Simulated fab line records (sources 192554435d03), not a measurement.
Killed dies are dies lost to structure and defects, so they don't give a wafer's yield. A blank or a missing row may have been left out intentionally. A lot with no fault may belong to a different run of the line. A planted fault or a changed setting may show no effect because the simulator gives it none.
fab line records ; flow n5Finfet
record lots=7; wafers=21; lastDay=19
route steps=1938 shown BEOL_M2@909 BEOL_M4@1111 PASSIVATION@1936
lots that met no fault: taken from a fault-free run of the same line
startH: the number of hours between the record's first day and the start of the first shown wafer of the lot ; waitH: how many hours have passed since the lot's step before this one ; " as in the row above ; L1.1+2: a single row standing in for several wafers ; - no value, or no start was given ; * or withheld: withheld ; < > ~ a bound
route shown NAME@n: a module of which the file shows steps, and the number in the route of the first ; usual: mean/standard deviation taken from wafers without a fault ; same: alike in all rows ; chamber/n: place in a boat ; sites: per-site readings ; _std_site: the standard deviation of these ; _edge_site: outer sites' mean less inner sites' ; radiusMm: for every site, how far away it sits from the centre of the wafer ; mask NAME#n: copy n ; behind: tool/chamber where the wafer was last shaped ; hold: why the lot went on hold/how many hours it stayed there/how the hold came to an end ; device: names the non-switching transistor (n, p or np) ; end of line: tests of these same wafers at the route's end ; a step without rows: its recipe alone ; killed: not the wafer's yield, but the dies lost to structure and defects at the first sort ; map: per-die view of a wafer (x killed, . not killed, _ where there is no die)
set.NAME: the setting as run; set.NAME@STEP: as run at that earlier step ; model.NAME: the simulator's own value behind a step, which no gauge read
lots at some steps of the route; a table a step, a row a wafer
services: a tool's chamber out of use, with start hour (startH, from the record's first day; less than 0 if before it), hours out, and reason
## steps
# step N5_BEOL_M2_ANNEAL_82
# recipe tempC=400; timeS=240; ambient=vacuum
# step N5_BEOL_M2_SPUTTER_86
# recipe material=Cu; targetThkA=45; tempC=-20; chamberPressurePa=0.07; powerW=withheld; timeS=8.29
# step N5_BEOL_M2_ANNEAL_87
# recipe tempC=400; timeS=240; ambient=vacuum
# step N5_BEOL_M2_SPUTTER_88
# recipe material=Cu; targetThkA=45; tempC=-20; chamberPressurePa=0.07; powerW=withheld; timeS=8.29
# step N5_BEOL_M2_ANNEAL_89
# recipe tempC=400; timeS=240; ambient=vacuum
# usual heaterPowerW=812/88
lot.wafer;tool;chamber;startH;waitH;heaterPowerW
L652.1;pvdSputter-03;-;163.74;0.0;656
L652.2;pvdSputter-03;-;163.74;0.0;719
L652.6;pvdSputter-03;-;163.74;0.0;710
L653.3;pvdSputter-03;-;169.25;0.0;670
L653.5;pvdSputter-03;-;169.25;0.0;674
L653.6;pvdSputter-03;-;169.25;0.0;819
L655.3;pvdSputter-03;-;176.29;0.0;648
L655.4;pvdSputter-03;-;176.29;0.0;824
L655.5;pvdSputter-03;-;176.29;0.0;852
L663.2;pvdSputter-03;-;235.34;0.0;829
L663.5;pvdSputter-03;-;235.34;0.0;840
L663.6;pvdSputter-03;-;235.34;0.0;745
L664.3;pvdSputter-02;-;241.63;0.0;978
L664.4;pvdSputter-02;-;241.63;0.0;876
L664.5;pvdSputter-02;-;241.63;0.0;972
L667.2;pvdSputter-01;-;261.52;0.0;758
L667.5;pvdSputter-01;-;261.52;0.0;740
L667.6;pvdSputter-01;-;261.52;0.0;836
L668.3;pvdSputter-03;-;264.54;0.0;833
L668.4;pvdSputter-03;-;264.54;0.0;863
L668.6;pvdSputter-03;-;264.54;0.0;660
# step N5_BEOL_M2_SPUTTER_90
# recipe material=Cu; targetThkA=45; tempC=-20; chamberPressurePa=0.07; powerW=withheld; timeS=8.29
# step N5_BEOL_M2_ANNEAL_91
# recipe tempC=400; timeS=240; ambient=vacuum
# step N5_BEOL_M2_SPUTTER_92
# recipe material=Cu; targetThkA=45; tempC=-20; chamberPressurePa=0.07; powerW=withheld; timeS=8.29
# usual chamberPressurePa=0.07002/0.00015; throttleValvePct=30.1/0.91
lot.wafer;tool;chamber;startH;waitH;chamberPressurePa;throttleValvePct
L652.1;pvdSputter-03;-;164.10;0.1;0.07009;30.2
L652.2;pvdSputter-03;-;164.10;0.1;0.07008;30.4
L652.6;pvdSputter-03;-;164.10;0.1;0.07013;30.2
L653.3;pvdSputter-03;-;169.61;0.1;0.0704;30.1
L653.5;pvdSputter-03;-;169.61;0.1;0.07011;30.3
L653.6;pvdSputter-03;-;169.61;0.1;0.06986;30.2
L655.3;pvdSputter-03;-;176.65;0.1;0.07003;29.9
L655.4;pvdSputter-03;-;176.65;0.1;0.07006;30.3
L655.5;pvdSputter-03;-;176.65;0.1;0.07018;30.9
L663.2;pvdSputter-03;-;235.70;0.1;0.07009;30.3
L663.5;pvdSputter-03;-;235.70;0.1;0.06991;30.2
L663.6;pvdSputter-03;-;235.70;0.1;0.07005;30.4
L664.3;pvdSputter-02;-;241.99;0.1;0.07006;28.2
L664.4;pvdSputter-02;-;241.99;0.1;0.06992;30.6
L664.5;pvdSputter-02;-;241.99;0.1;0.06994;28.1
L667.2;pvdSputter-01;-;261.88;0.1;0.07024;28.1
L667.5;pvdSputter-01;-;261.88;0.1;0.07003;28.2
L667.6;pvdSputter-01;-;261.88;0.1;0.07009;30.3
L668.3;pvdSputter-03;-;264.90;0.1;0.06954;30.1
L668.4;pvdSputter-03;-;264.90;0.1;0.07018;31.1
L668.6;pvdSputter-03;-;264.90;0.1;0.07004;30.1
# step N5_BEOL_M2_ANNEAL_93
# recipe tempC=400; timeS=240; ambient=vacuum
# step N5_BEOL_M2_SPUTTER_94
# recipe material=Cu; targetThkA=45; tempC=-20; chamberPressurePa=0.07; powerW=withheld; timeS=8.29
# usual chamberPressurePa=0.07001/0.00014; throttleValvePct=30.1/0.91
lot.wafer;tool;chamber;startH;waitH;chamberPressurePa;throttleValvePct
L652.1;pvdSputter-03;-;164.32;0.1;0.07025;29.9
L652.2;pvdSputter-03;-;164.32;0.1;0.07024;30.3
L652.6;pvdSputter-03;-;164.32;0.1;0.07012;30.4
L653.3;pvdSputter-03;-;169.83;0.1;0.07007;30.0
L653.5;pvdSputter-03;-;169.83;0.1;0.07011;30.2
L653.6;pvdSputter-03;-;169.83;0.1;0.06986;30.3
L655.3;pvdSputter-03;-;176.87;0.1;0.07008;30.0
L655.4;pvdSputter-03;-;176.87;0.1;0.06981;30.4
L655.5;pvdSputter-03;-;176.87;0.1;0.07004;31.1
L663.2;pvdSputter-03;-;235.92;0.1;0.07008;30.3
L663.5;pvdSputter-03;-;235.92;0.1;0.06997;30.5
L663.6;pvdSputter-03;-;235.92;0.1;0.07015;30.2
L664.3;pvdSputter-02;-;242.21;0.1;0.07014;28.0
L664.4;pvdSputter-02;-;242.21;0.1;0.06991;30.3
L664.5;pvdSputter-02;-;242.21;0.1;0.07006;28.0
L667.2;pvdSputter-01;-;262.10;0.1;0.07011;28.2
L667.5;pvdSputter-01;-;262.10;0.1;0.07;28.2
L667.6;pvdSputter-01;-;262.10;0.1;0.07;30.5
L668.3;pvdSputter-03;-;265.12;0.1;0.06982;30.4
L668.4;pvdSputter-03;-;265.12;0.1;0.06998;30.9
L668.6;pvdSputter-03;-;265.12;0.1;0.06993;30.2
# step N5_BEOL_M2_ANNEAL_95
# recipe tempC=400; timeS=240; ambient=vacuum
# usual heaterPowerW=814/87
lot.wafer;tool;chamber;startH;waitH;heaterPowerW
L652.1;pvdSputter-03;-;164.40;0.0;656
L652.2;pvdSputter-03;-;164.40;0.0;731
L652.6;pvdSputter-03;-;164.40;0.0;725
L653.3;pvdSputter-03;-;169.91;0.0;652
L653.5;pvdSputter-03;-;169.91;0.0;660
L653.6;pvdSputter-03;-;169.91;0.0;847
L655.3;pvdSputter-03;-;176.95;0.0;662
L655.4;pvdSputter-03;-;176.95;0.0;848
L655.5;pvdSputter-03;-;176.95;0.0;867
L663.2;pvdSputter-03;-;236.00;0.0;825
L663.5;pvdSputter-03;-;236.00;0.0;814
L663.6;pvdSputter-03;-;236.00;0.0;729
L664.3;pvdSputter-02;-;242.29;0.0;972
L664.4;pvdSputter-02;-;242.29;0.0;879
L664.5;pvdSputter-02;-;242.29;0.0;1002
L667.2;pvdSputter-01;-;262.18;0.0;766
L667.5;pvdSputter-01;-;262.18;0.0;760
L667.6;pvdSputter-01;-;262.18;0.0;849
L668.3;pvdSputter-03;-;265.20;0.0;829
L668.4;pvdSputter-03;-;265.20;0.0;861
L668.6;pvdSputter-03;-;265.20;0.0;646
# step N5_BEOL_M2_SPUTTER_96
# recipe material=Cu; targetThkA=45; tempC=-20; chamberPressurePa=0.07; powerW=withheld; timeS=8.29
# step N5_BEOL_M2_ECD_50
# recipe material=Cu; targetThkA=3000
lot.wafer;tool;chamber;startH;waitH
L652.1+2+6;ecdCu-02;1,0,0;164.65;0.1
L653.3+5+6;ecdCu-02;0,1,0;170.19;0.1
L655.3+4+5;ecdCu-01;0,1,0;177.22;0.1
L663.2+5+6;ecdCu-01;1,0,1;236.26;0.1
L664.3+4+5;ecdCu-01;1,0,0;242.57;0.1
L667.2+5+6;ecdCu-01;1,0,1;262.44;0.1
L668.3+4+6;ecdCu-02;1,0,0;265.47;0.1
# step N5_BEOL_M2_ANNEAL_51
# recipe tempC=225; timeS=90; ambient=N2
# usual wafer_temp_C_max=225.89/0.26
lot.wafer;tool;chamber;startH;waitH;wafer_temp_C_max
L652.1;rtpAnneal-01;0;164.73;0.1;225.67
L652.2;rtpAnneal-01;0;164.73;0.1;225.93
L652.6;rtpAnneal-01;0;164.73;0.1;225.94
L653.3;rtpAnneal-02;0;170.34;0.1;225.48
L653.5;rtpAnneal-02;0;170.34;0.1;225.55
L653.6;rtpAnneal-02;0;170.34;0.1;225.59
L655.3;rtpAnneal-01;0;177.37;0.1;225.89
L655.4;rtpAnneal-01;0;177.37;0.1;225.93
L655.5;rtpAnneal-01;0;177.37;0.1;226.09
L663.2;rtpAnneal-02;0;236.38;0.1;225.50
L663.5;rtpAnneal-02;0;236.38;0.1;225.89
L663.6;rtpAnneal-02;0;236.38;0.1;225.62
L664.3;rtpAnneal-01;0;242.72;0.1;226.01
L664.4;rtpAnneal-01;0;242.72;0.1;225.66
L664.5;rtpAnneal-01;0;242.72;0.1;225.64
L667.2;rtpAnneal-02;0;262.88;0.4;225.53
L667.5;rtpAnneal-02;0;262.88;0.4;225.86
L667.6;rtpAnneal-02;0;262.88;0.4;225.81
L668.3;rtpAnneal-02;0;265.62;0.1;226.13
L668.4;rtpAnneal-02;0;265.62;0.1;226.03
L668.6;rtpAnneal-02;0;265.62;0.1;226.36
# step N5_BEOL_M2_CMP_52
# recipe stopOn=SiOC; tOverpolishS=6.8; downForcePsi=1; platenRpm=50; clearingPlatenDownForcePsi=1.5; clearingPlatenRpm=50; postCmpClean=cuAlkaline; targetThkNm=40; clearingPlatenPadVelocityMS=0.99484; padVelocityMS=0.99484
# usual motorCurrentA=6.4/0.68; timeToEndpointS=62/4.1
lot.wafer;tool;chamber;startH;waitH;motorCurrentA;timeToEndpointS
L652.1;cmp-02;3;165.07;0.3;6.6;1
L652.2;cmp-02;0;165.07;0.3;6.4;5
L652.6;cmp-02;3;165.07;0.3;6.8;2
L653.3;cmp-03;3;170.55;0.2;7.3;4
L653.5;cmp-03;3;170.55;0.2;7.0;2
L653.6;cmp-03;0;170.55;0.2;5.3;2
L655.3;cmp-03;3;177.58;0.2;7.0;3
L655.4;cmp-03;2;177.58;0.2;5.9;3
L655.5;cmp-03;0;177.58;0.2;5.0;4
L663.2;cmp-04;0;236.71;0.3;7.0;65
L663.5;cmp-04;2;236.71;0.3;6.7;61
L663.6;cmp-04;3;236.71;0.3;5.7;61
L664.3;cmp-04;3;242.98;0.2;5.9;65
L664.4;cmp-04;0;242.98;0.2;7.3;68
L664.5;cmp-04;2;242.98;0.2;7.1;62
L667.2;cmp-04;1;263.17;0.2;7.1;57
L667.5;cmp-04;0;263.17;0.2;6.8;65
L667.6;cmp-04;1;263.17;0.2;7.2;57
L668.4;cmp-04;0;265.83;0.1;7.1;65
L668.3;cmp-04;1;265.83;0.1;7.2;59
L668.6;cmp-04;0;265.83;0.1;7.3;68
# step N5_BEOL_M4_RC_MEAS_101
# usual DIBL_N=35.8/2.2; DIBL_P=35.3/2.7; IOFF_N=0.16/0.043; IOFF_P=0.21/0.043; ION_N=676/15; ION_P=463/9.1; SS_N=71.4/0.77; SS_P=73.0/0.79; VT_N=250/4; VT_P=-249.8/2.8
lot.wafer;tool;chamber;startH;waitH;DIBL_N[mV/V];DIBL_P[mV/V];IOFF_N[nA/um];IOFF_P[nA/um];ION_N[uA/um];ION_P[uA/um];SS_N[mV/dec];SS_P[mV/dec];VT_N[mV];VT_P[mV]
L664.3;prober-01;0;266.11;0.3;33.5;32.8;0.13;0.16;680;464;70.4;73.0;251;-253.1
L664.4;prober-01;0;266.11;0.3;38.1;36.7;0.21;0.21;674;453;71.8;74.2;246;-250.9
L664.5;prober-01;0;266.11;0.3;35.7;35.8;0.16;0.21;687;470;70.9;73.2;249;-253.2
L663.2;prober-02;0;266.34;0.2;32.9;34.5;0.11;0.18;660;465;71.3;72.1;253;-251.3
L663.5;prober-02;0;266.34;0.2;34.9;36.5;0.14;0.21;669;462;72.0;73.0;249;-249.1
L663.6;prober-02;0;266.34;0.2;35.8;37.0;0.16;0.21;676;469;71.4;73.5;246;-250.0
L667.2;prober-02;0;293.61;0.2;37.6;36.9;0.19;0.23;654;448;72.2;73.8;250;-248.7
L667.5;prober-02;0;293.61;0.2;36.1;36.1;0.15;0.21;677;470;71.7;73.2;250;-247.8
L667.6;prober-02;0;293.61;0.2;34.4;34.3;0.13;0.19;675;472;70.7;73.2;252;-249.5
L668.3;prober-01;0;294.46;0.3;35.7;35.3;0.15;0.19;662;453;72.0;73.1;249;-250.8
L668.4;prober-01;0;294.46;0.3;41.0;42.9;0.29;0.33;709;482;73.2;75.2;240;-245.0
L668.6;prober-01;0;294.46;0.3;36.2;37.7;0.17;0.23;698;475;71.3;73.4;249;-249.8
# step N5_PASSIVATION_PROBE_49
# usual defectLimitedYield=91.1/1.4; killed_at_M0_to_M3=34/11; killed_at_M4_up=14/5.6; killedAtContacts=13/5.9; killedAtFrontEnd=40/11; killedAtOther=4/3.1; killedDies=105/16; killedOnRim=14/4.2; killedOpen=68/11; killedShort=34/8.4; sort_bin_4_leakage=0.01/0.11; sort_bin_5_function=5.2/0.86; sort_bin_6_memory=3.2/0.7; sortNPass=1074/21; sortYieldPct=91.0/1.8
# same grossDies=1180; killedAtBackSide=0; sort_bin_8_speed[%]=0
lot.wafer;tool;chamber;startH;waitH;defectLimitedYield[%];killed_at_M0_to_M3;killed_at_M4_up;killedAtContacts;killedAtFrontEnd;killedAtOther;killedDies;killedOnRim;killedOpen;killedShort;sort_bin_4_leakage[%];sort_bin_5_function[%];sort_bin_6_memory[%];sortNPass;sortYieldPct[%]
L653.3;prober-02;-;299.62;0.1;0;1132;3;12;30;3;1180;152;49;24;0;97.0;2.6;0;0
L653.5;prober-02;-;299.72;0.2;0;1127;17;13;21;2;1180;152;51;26;0;97.7;1.9;0;0
L653.6;prober-02;-;299.77;0.3;0;1139;11;10;18;2;1180;152;51;19;0;97.5;2.5;0;0
L652.1;prober-01;-;300.08;0.0;0;1119;19;7;34;1;1180;152;66;25;0;96.2;3.8;0;0
L652.2;prober-01;-;300.13;0.1;0;1117;16;5;36;6;1180;152;64;30;0;97.7;2.2;0;0
L652.6;prober-01;-;300.33;0.3;0;1115;23;6;35;1;1180;152;67;28;0;97.0;2.8;0;0
L655.3;prober-01;-;317.55;0.1;0;1106;16;9;48;1;1180;152;74;35;0;96.7;2.8;0;0
L655.4;prober-01;-;317.60;0.2;0;1134;10;13;23;0;1180;152;43;39;0;97.3;2.5;0;0
L655.5;prober-01;-;317.65;0.2;0;1111;13;13;42;1;1180;152;62;38;0;97.0;2.7;0;0
L663.2;prober-02;-;380.93;0.1;89.8;49;12;10;44;5;120;7;81;37;0;6.5;3.2;1060;89.8
L663.5;prober-02;-;381.08;0.2;88.8;51;11;9;47;14;132;21;82;44;0;6.6;3.9;1048;88.8
L663.6;prober-02;-;381.13;0.3;90.5;42;10;12;39;9;112;15;71;37;0;6.1;3.1;1068;90.5
L664.3;prober-02;-;381.57;0.1;93.3;31;16;12;20;0;79;13;58;19;0;4.2;2.4;1101;93.3
L664.4;prober-02;-;381.62;0.2;90.1;45;16;12;43;1;117;16;77;32;0;5.9;3.1;1063;90.1
L664.5;prober-02;-;381.67;0.2;93.1;13;16;10;40;2;81;7;52;25;0;4.7;1.9;1099;93.1
L667.2;prober-02;-;464.43;0.1;90.8;35;18;10;41;5;109;16;71;33;0;5.2;3.1;1071;90.8
L667.5;prober-02;-;464.58;0.2;90.8;38;15;4;48;3;108;12;76;32;0;6.2;2.8;1072;90.8
L667.6;prober-02;-;464.63;0.3;90.8;42;15;7;42;2;108;13;72;31;0;5.3;3.4;1072;90.8
# killed by level:class
L653.3 BEOL_M2:areaEcd=1107 FIN_SAQP:geometricParticle:open=10 MOL_CONTACT_COAG:geometricParticle:open=8 BEOL_M3:geometricParticle:open=7 BEOL_M1:geometricParticle:open=5 FIN_SAQP:geometricParticle:short=4 MOL_CONTACT_COAG:geometricParticle:short=4 BEOL_M0:geometricParticle:short=3
L653.5 BEOL_M2:areaEcd=1099 MOL_CONTACT_COAG:geometricParticle:open=11 BEOL_M3:geometricParticle:open=9 GATE_CUT:geometricParticle:short=7 BEOL_M0_SAQP:geometricParticle:open=4 BEOL_M0:geometricParticle:open=4 BEOL_M2:geometricParticle:open=4 STI_FIN_REVEAL:geometricParticle:open=3
L653.6 BEOL_M2:areaEcd=1109 MOL_CONTACT_COAG:geometricParticle:open=9 BEOL_M2:geometricParticle:open=8 STARTING-WAFER:geometricParticle:open=5 BEOL_M3:geometricParticle:open=4 FIN_SAQP:geometricParticle:open=3 BEOL_M0_SAQP:geometricParticle:short=3 BEOL_M0:geometricParticle:open=3
L652.1 BEOL_M2:areaEcd=1089 STI_FIN_REVEAL:geometricParticle:open=13 BEOL_M0_SAQP:geometricParticle:open=8 BEOL_M2:geometricParticle:open=8 BEOL_M5:geometricParticle:open=6 MOL_CONTACT_COAG:geometricParticle:open=6 FIN_SAQP:geometricParticle:open=5 BEOL_M4:geometricParticle:open=5
L652.2 BEOL_M2:areaEcd=1085 FIN_SAQP:geometricParticle:open=9 BEOL_M2:geometricParticle:open=9 BEOL_M0_SAQP:geometricParticle:open=7 BEOL_M0_SAQP:geometricParticle:short=7 FIN_SAQP:geometricParticle:short=6 BEOL_M4:geometricParticle:open=6 DUMMY_GATE:geometricParticle:open=4
L652.6 BEOL_M2:areaEcd=1085 BEOL_M2:geometricParticle:open=14 BEOL_M4:geometricParticle:open=10 FIN_SAQP:geometricParticle:short=7 DUMMY_GATE:geometricParticle:open=7 MOL_CONTACT_COAG:geometricParticle:open=6 FIN_SAQP:geometricParticle:open=5 STI_FIN_REVEAL:geometricParticle:open=5
L655.3 BEOL_M2:areaEcd=1071 FIN_SAQP:geometricParticle:open=12 BEOL_M4:geometricParticle:open=11 BEOL_M1:geometricParticle:open=9 MOL_CONTACT_COAG:geometricParticle:open=8 BEOL_M0_SAQP:geometricParticle:open=8 GATE_CUT:geometricParticle:short=7 FIN_SAQP:geometricParticle:short=5
L655.4 BEOL_M2:areaEcd=1098 MOL_CONTACT_COAG:geometricParticle:open=11 BEOL_M1:geometricParticle:short=8 BEOL_M3:geometricParticle:short=6 BEOL_M3:geometricParticle:open=6 BEOL_M0_SAQP:geometricParticle:open=5 GATE_CUT:geometricParticle:open=4 GATE_CUT:geometricParticle:short=4
L655.5 BEOL_M2:areaEcd=1080 FIN_SAQP:geometricParticle:open=13 MOL_CONTACT_COAG:geometricParticle:open=9 FIN_SAQP:geometricParticle:short=7 BEOL_M1:geometricParticle:open=7 STI_FIN_REVEAL:geometricParticle:open=6 BEOL_M0_SAQP:geometricParticle:short=6 BEOL_M0:geometricParticle:open=5
L663.2 BEOL_M0_SAQP:geometricParticle:short=15 BEOL_M0_SAQP:geometricParticle:open=10 BEOL_M1:geometricParticle:open=10 STI_FIN_REVEAL:geometricParticle:open=9 DUMMY_GATE:geometricParticle:open=8 FIN_SAQP:geometricParticle:open=7 MOL_CONTACT_COAG:geometricParticle:open=6 FIN_SAQP:geometricParticle:short=5
L663.5 BEOL_M0_SAQP:geometricParticle:short=16 BEOL_M0_SAQP:geometricParticle:open=15 BEOL_M2:geometricParticle:open=11 FIN_SAQP:geometricParticle:open=10 MOL_CONTACT_COAG:geometricParticle:open=9 FIN_SAQP:geometricParticle:short=8 BEOL_M0:geometricParticle:open=6 STI_FIN_REVEAL:geometricParticle:open=5
L663.6 MOL_CONTACT_COAG:geometricParticle:open=12 BEOL_M0_SAQP:geometricParticle:short=11 FIN_SAQP:geometricParticle:open=10 BEOL_M2:geometricParticle:open=10 BEOL_M0_SAQP:geometricParticle:open=9 BEOL_M1:geometricParticle:open=9 STI_FIN_REVEAL:geometricParticle:open=6 GATE_CUT:geometricParticle:short=5
L664.3 MOL_CONTACT_COAG:geometricParticle:open=10 STI_FIN_REVEAL:geometricParticle:open=9 BEOL_M0_SAQP:geometricParticle:short=7 BEOL_M4:geometricParticle:open=7 BEOL_M0_SAQP:geometricParticle:open=5 BEOL_M1:geometricParticle:open=5 BEOL_M5:geometricParticle:open=5 FIN_SAQP:geometricParticle:open=4
L664.4 BEOL_M0_SAQP:geometricParticle:short=13 FIN_SAQP:geometricParticle:open=12 STI_FIN_REVEAL:geometricParticle:open=10 MOL_CONTACT_COAG:geometricParticle:open=9 BEOL_M0_SAQP:geometricParticle:open=8 BEOL_M2:geometricParticle:open=8 BEOL_M5:geometricParticle:open=7 BEOL_M1:geometricParticle:open=5
L664.5 STI_FIN_REVEAL:geometricParticle:open=10 FIN_SAQP:geometricParticle:open=9 MOL_CONTACT_COAG:geometricParticle:open=9 BEOL_M4:geometricParticle:open=8 FIN_SAQP:geometricParticle:short=6 STARTING-WAFER:geometricParticle:short=5 BEOL_M0_SAQP:geometricParticle:short=4 DUMMY_GATE:geometricParticle:open=3
L667.2 BEOL_M2:geometricParticle:open=9 BEOL_M3:geometricParticle:open=9 FIN_SAQP:geometricParticle:open=8 MOL_CONTACT_COAG:geometricParticle:open=8 BEOL_M4:geometricParticle:open=6 DUMMY_GATE:geometricParticle:open=5 ILD0:geometricParticle:short=5 BEOL_M2:geometricParticle:short=5
L667.5 BEOL_M3:geometricParticle:open=12 STI_FIN_REVEAL:geometricParticle:open=10 FIN_SAQP:geometricParticle:open=9 DUMMY_GATE:geometricParticle:open=7 BEOL_M0_SAQP:geometricParticle:open=7 BEOL_M4:geometricParticle:open=6 BEOL_M0_SAQP:geometricParticle:short=5 STARTING-WAFER:geometricParticle:open=5
L667.6 BEOL_M0_SAQP:geometricParticle:open=11 FIN_SAQP:geometricParticle:open=9 BEOL_M3:geometricParticle:open=8 ILD0:geometricParticle:open=7 STI_FIN_REVEAL:geometricParticle:open=6 MOL_CONTACT_COAG:geometricParticle:open=6 BEOL_M0_SAQP:geometricParticle:short=6 FIN_SAQP:geometricParticle:short=5
# map L652.1 (x killed, . not)
_________________xxxxxxxxxxxx________________
______________xxxxxxxxxxxxxxxxxx_____________
___________xxxxxxxxxxxxxxxxxxxxxxxx__________
__________xxxxxxxxxxxxxxxxxxxxxxxxxx_________
________xxxxxxxxxxxxxxxxxxxxxxxxxxxxxx_______
_______xxxxxxxxxxxxxxxxxxxxxxxxxxxxxxxx______
______xxxxxxxxxxxxxxxxxxxxxxxxxxxxxxxxxx_____
_____xxxxxxxxxxxxxxxxxxxxxxxxxxxxxxxxxxxx____
____xxxxxxxxxxxxxxxxxxxxxxxxxxxxxxxxxxxxxx___
___xxxxxxxxxxxxxxxxxxxxxxxxxxxxxxxxxxxxxxxx__
___xxxxxxxxxxxxxxxxxxxxxxxxxxxxxxxxxxxxxxxx__
__xxxxxxxxxxxxxxxxxxxxxxxxxxxxxxxxxxxxxxxxxx_
__xxxxxxxxxxxxxxxxxxxxxxxxxxxxxxxxxxxxxxxxxx_
_xxxxxxxxxxxxxxxxxxxxxxxxxxxxxxxxxxxxxxxxxxxx
_xxxxxxxxxxxxxxxxxxxxxxxxxxxxxxxxxxxxxxxxxxxx
_xxxxxxxxxxxxxxxxxxxxxxxxxxxxxxxxxxxxxxxxxxxx
_xxxxxxxxxxxxxxxxxxxxxxxxxxxxxxxxxxxxxxxxxxxx
_xxxxxxxxxxxxxxxxxxxxxxxxxxxxxxxxxxxxxxxxxxxx
_xxxxxxxxxxxxxxxxxxxxxxxxxxxxxxxxxxxxxxxxxxxx
_xxxxxxxxxxxxxxxxxxxxxxxxxxxxxxxxxxxxxxxxxxxx
_xxxxxxxxxxxxxxxxxxxxxxxxxxxxxxxxxxxxxxxxxxxx
__xxxxxxxxxxxxxxxxxxxxxxxxxxxxxxxxxxxxxxxxxx_
__xxxxxxxxxxxxxxxxxxxxxxxxxxxxxxxxxxxxxxxxxx_
___xxxxxxxxxxxxxxxxxxxxxxxxxxxxxxxxxxxxxxxx__
___xxxxxxxxxxxxxxxxxxxxxxxxxxxxxxxxxxxxxxxx__
____xxxxxxxxxxxxxxxxxxxxxxxxxxxxxxxxxxxxxx___
_____xxxxxxxxxxxxxxxxxxxxxxxxxxxxxxxxxxxx____
______xxxxxxxxxxxxxxxxxxxxxxxxxxxxxxxxxx_____
_______xxxxxxxxxxxxxxxxxxxxxxxxxxxxxxxx______
________xxxxxxxxxxxxxxxxxxxxxxxxxxxxxx_______
__________xxxxxxxxxxxxxxxxxxxxxxxxxx_________
___________xxxxxxxxxxxxxxxxxxxxxxxx__________
______________xxxxxxxxxxxxxxxxxx_____________
_________________xxxxxxxxxxxx________________
# map L653.3 (x killed, . not)
_________________xxxxxxxxxxxx________________
______________xxxxxxxxxxxxxxxxxx_____________
___________xxxxxxxxxxxxxxxxxxxxxxxx__________
__________xxxxxxxxxxxxxxxxxxxxxxxxxx_________
________xxxxxxxxxxxxxxxxxxxxxxxxxxxxxx_______
_______xxxxxxxxxxxxxxxxxxxxxxxxxxxxxxxx______
______xxxxxxxxxxxxxxxxxxxxxxxxxxxxxxxxxx_____
_____xxxxxxxxxxxxxxxxxxxxxxxxxxxxxxxxxxxx____
____xxxxxxxxxxxxxxxxxxxxxxxxxxxxxxxxxxxxxx___
___xxxxxxxxxxxxxxxxxxxxxxxxxxxxxxxxxxxxxxxx__
___xxxxxxxxxxxxxxxxxxxxxxxxxxxxxxxxxxxxxxxx__
__xxxxxxxxxxxxxxxxxxxxxxxxxxxxxxxxxxxxxxxxxx_
__xxxxxxxxxxxxxxxxxxxxxxxxxxxxxxxxxxxxxxxxxx_
_xxxxxxxxxxxxxxxxxxxxxxxxxxxxxxxxxxxxxxxxxxxx
_xxxxxxxxxxxxxxxxxxxxxxxxxxxxxxxxxxxxxxxxxxxx
_xxxxxxxxxxxxxxxxxxxxxxxxxxxxxxxxxxxxxxxxxxxx
_xxxxxxxxxxxxxxxxxxxxxxxxxxxxxxxxxxxxxxxxxxxx
_xxxxxxxxxxxxxxxxxxxxxxxxxxxxxxxxxxxxxxxxxxxx
_xxxxxxxxxxxxxxxxxxxxxxxxxxxxxxxxxxxxxxxxxxxx
_xxxxxxxxxxxxxxxxxxxxxxxxxxxxxxxxxxxxxxxxxxxx
_xxxxxxxxxxxxxxxxxxxxxxxxxxxxxxxxxxxxxxxxxxxx
__xxxxxxxxxxxxxxxxxxxxxxxxxxxxxxxxxxxxxxxxxx_
__xxxxxxxxxxxxxxxxxxxxxxxxxxxxxxxxxxxxxxxxxx_
___xxxxxxxxxxxxxxxxxxxxxxxxxxxxxxxxxxxxxxxx__
___xxxxxxxxxxxxxxxxxxxxxxxxxxxxxxxxxxxxxxxx__
____xxxxxxxxxxxxxxxxxxxxxxxxxxxxxxxxxxxxxx___
_____xxxxxxxxxxxxxxxxxxxxxxxxxxxxxxxxxxxx____
______xxxxxxxxxxxxxxxxxxxxxxxxxxxxxxxxxx_____
_______xxxxxxxxxxxxxxxxxxxxxxxxxxxxxxxx______
________xxxxxxxxxxxxxxxxxxxxxxxxxxxxxx_______
__________xxxxxxxxxxxxxxxxxxxxxxxxxx_________
___________xxxxxxxxxxxxxxxxxxxxxxxx__________
______________xxxxxxxxxxxxxxxxxx_____________
_________________xxxxxxxxxxxx________________
## services
tool;chamber;startH;hours;kind
cmp-04;-;142.43;4.0;pm
cmp-04;-;146.43;-;consumableReplace:conditioner
cmp-04;-;146.43;-;consumableReplace:pad
cmp-02;-;153.93;0.7;repair
ecdCu-02;-;172.25;9.1;repair
cmp-04;-;173.15;2.0;repair
cmp-04;-;176.37;6.5;pm
pvdSputter-02;-;177.90;0.7;repair
cmp-04;-;183.67;2.0;repair
cmp-02;-;194.72;1.6;repair
cmp-03;-;209.31;0.3;repair
ecdCu-01;-;210.35;0.3;repair
cmp-02;-;211.88;4.0;pm
cmp-02;-;215.88;-;consumableReplace:conditioner
cmp-02;-;215.88;-;consumableReplace:pad
cmp-04;-;230.79;1.2;repair
cmp-04;-;244.92;0.5;repair
ecdCu-01;-;245.37;6.1;repair
cmp-02;-;248.49;1.5;repair
rtpAnneal-02;-;257.23;5.3;pm
cmp-02;-;265.06;3.1;repair
## key
firstSign step=N5_BEOL_M2_CMP_52; reading=timeToEndpointS; direction=down; sigmas=15; usual=*; struck=*
effect step=N5_PASSIVATION_PROBE_49; reading=sort_bin_5_function; direction=up; sigmas=99+; usual=5.2; struck=97.1
moreKillsBornAt N5_BEOL_M2_ECD_50@ecdCu-02=6574; N5_BEOL_M2_ECD_50@ecdCu-01=3249
metAt N5_BEOL_M2_ECD_50
struckWafers L652.1,L652.2,L652.6,L653.3,L653.5,L653.6,L655.3,L655.4,L655.5
laterRowsLeftOut L652.1,L652.2,L652.6,L653.3,L653.5,L653.6,L655.3,L655.4,L655.5
fault kind=skippedStepWhole; tool=ecdCu-01,ecdCu-02; chamber=-; onsetH=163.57; steps=N5_BEOL_M2_ECD_50; scope=struckLotsOnly
# laterRowsLeftOut: the simulator's readings of these wafers behind a module that went badly wrong aren't trusted and aren't shown, but for the sort
